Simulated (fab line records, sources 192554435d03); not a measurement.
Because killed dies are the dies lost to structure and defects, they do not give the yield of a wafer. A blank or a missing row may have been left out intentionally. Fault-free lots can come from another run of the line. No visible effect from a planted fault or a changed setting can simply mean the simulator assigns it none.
Chamber matching    flow n5-finfet    N5_HKMG_FIN_ALD_91 on ald-metal-01: 4 sister chambers
The step deposits TiN, target thk 1 nm, pulse time 1 s, purge time 3 s. 7 wafers are shown with their chamber, then 8 later ones without.

== WAFERS, EACH WITH ITS CHAMBER ==
wafer   chamber  heater-power-outer-w (W)  heater-power-w (W)
L077.6  0        480                       801
L085.3  3        588                       896
L085.4  1        578                       971
L087.3  2        703                       1083
L087.5  3        586                       924
L087.6  1        575                       949
L091.1  2        684                       1066

== WAFERS WITH NO CHAMBER GIVEN ==
wafer   heater-power-outer-w (W)  heater-power-w (W)
L091.5  585                       957
L091.6  682                       1099
L092.1  483                       802
L092.2  693                       1064
L092.3  559                       954
L094.2  491                       832
L094.4  685                       1102
L094.6  475                       805

== CHAMBER TAKEN BY EACH ==
wafer   from the rows above      in truth
L091.5  can't be placed: 1 or 3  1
L091.6  2                        2
L092.1  0                        0
L092.2  2                        2
L092.3  1                        1
L094.2  0                        0
L094.4  2                        2
L094.6  0                        0
7 of 8 placed correctly. Not placeable from these rows: 1 (in 1, the candidates include the true chamber). Number placed wrongly: 0.
How it was worked out, from the rows above alone: a wafer's distance from a chamber is the root of the sum, over the readings, of the square of ((its reading less the chamber's mean) divided by the reading's scatter). If the next closest chamber is less than 2 further off than the closest, the wafer can't be placed; otherwise it belongs to the closest. Each chamber's mean is taken over the wafers shown for it. The scatter: the root of (the sum of the squares of (reading less its chamber's mean) over the shown wafers, divided by (wafers less chambers)).
